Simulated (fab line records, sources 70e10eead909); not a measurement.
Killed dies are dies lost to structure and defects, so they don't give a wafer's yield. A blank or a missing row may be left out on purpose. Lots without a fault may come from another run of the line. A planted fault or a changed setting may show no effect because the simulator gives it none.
Which tool did it? | flow nand_harc | 7 lots, 21 wafers sampled, at 1 step of a route of 1302

WHAT THE GAUGES READ, wafer by wafer
NHARC_A_CHANNEL_HOLE_D2_CD_MEAS_31.
lot  | measured     | on        | cd_nm (nm)
L167 | day 14 21:49 | cd_sem-03 | 90.8 91.2 91.6
L172 | day 15 20:49 | cd_sem-02 | 89.7 92.2 90.3
L175 | day 17 00:40 | cd_sem-02 | 88.9 90.4 90.3
L179 | day 19 12:21 | cd_sem-01 | 91.5 89.9 90.9
L183 | day 20 19:14 | cd_sem-02 | 91.8 92.0 90.3
L185 | day 22 00:17 | cd_sem-02 | 87.6 89.8 88.7
L188 | day 23 03:11 | cd_sem-03 | 89.3 89.8 88.9

WHICH TOOL RAN EACH LOT (tool, then ch and the chambers of the sampled wafers, then the start)
The record holds no process step before these readings.

THE ANSWER, worked out from the rows above alone
Rule: what is usual is taken from the lots themselves. Put in order of their means at a reading, lots are off if they are a third of the lots or fewer, leave a main group of 4 or more, and stand apart from it by a gap of 3 or more times the standard deviation of the main group's means; of several such gaps the widest counts. A main group whose means are all the same, to the digits that the tables above print for the reading, isn't used. A lot without any number at a reading at which 4 lots or more have one is off too. The other lots that the step has rows for count as sound.
No lot is off at any reading shown: from this, nothing can be told.

WHAT THE SIMULATOR HAD PUT IN
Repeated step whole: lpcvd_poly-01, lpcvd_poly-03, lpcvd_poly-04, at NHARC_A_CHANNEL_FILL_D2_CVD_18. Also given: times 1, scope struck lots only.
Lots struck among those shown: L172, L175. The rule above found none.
